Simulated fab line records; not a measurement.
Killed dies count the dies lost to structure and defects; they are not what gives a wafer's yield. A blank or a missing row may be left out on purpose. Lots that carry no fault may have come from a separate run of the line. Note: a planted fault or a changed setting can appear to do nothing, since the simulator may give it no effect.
Chamber matching -- flow nand harc -- NHARC_P_M0_ETCH_34 on rie diel-06 has 4 sister chambers
The step etches the open film in N2/H2, target depth 40 nm, overetch 12 nm, time 43.94 s. 14 wafers are shown with their chamber, then 7 later ones without.

## WAFERS PAIRED WITH THEIR CHAMBERS
wafer,chamber,showerhead plenum p Torr (Torr),drypump motor current A (A),rf vpp V (V)
L076.2,3,1.98,5.4,428.0
L076.3,2,1.98,5.3,429.0
L076.4,1,1.93,6.0,427.4
L075.3,1,1.93,5.9,427.4
L075.5,1,1.93,5.9,428.7
L075.6,2,1.98,5.3,428.1
L079.1,3,1.98,5.4,429.2
L079.3,0,2.13,6.5,433.4
L079.4,2,1.98,5.3,428.9
L080.2,0,2.13,6.5,433.2
L080.4,2,1.97,5.3,427.3
L080.6,3,1.98,5.4,428.7
L085.2,3,1.98,5.4,429.1
L085.3,2,1.97,5.3,427.8

SIGNATURES (means of the wafers above)
reading,chamber 0,chamber 1,chamber 2,chamber 3,scatter within a chamber
showerhead plenum p Torr,2.1300,1.9300,1.9760,1.9800,0.00346
drypump motor current A,6.500,5.933,5.300,5.400,0.0258
rf vpp V,433.300,427.833,428.220,428.750,0.644
Rule: distance of a wafer from a chamber = root of the sum over the readings of ((wafer's reading minus chamber's mean) / reading's scatter) squared. If the next closest chamber is less than 2 further off than the closest, the wafer can't be placed; otherwise it belongs to the closest. The scatter: take each reading less its chamber's mean, square it, sum over the shown wafers, divide by the number of wafers less the number of chambers, and take the root.

## WAFERS WITH NO CHAMBER GIVEN
wafer,showerhead plenum p Torr (Torr),drypump motor current A (A),rf vpp V (V)
L085.4,1.92,5.9,427.4
L092.4,1.96,5.3,427.7
L092.5,2.12,6.5,432.7
L092.6,1.97,5.4,428.0
L097.1,2.11,6.5,432.3
L097.2,1.90,6.0,427.0
L097.5,1.95,5.3,428.5

## WHICH CHAMBER EACH WENT THROUGH
wafer,from the rows above,in truth
L085.4,1,1
L092.4,2,2
L092.5,0,0
L092.6,can't be placed: 3 or 2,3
L097.1,0,0
L097.2,1,1
L097.5,can't be placed: 2 or 3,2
5 of 7 placed correctly. These rows do not allow placing 2 (true chamber among the candidates in 2). Number placed wrongly: 0.
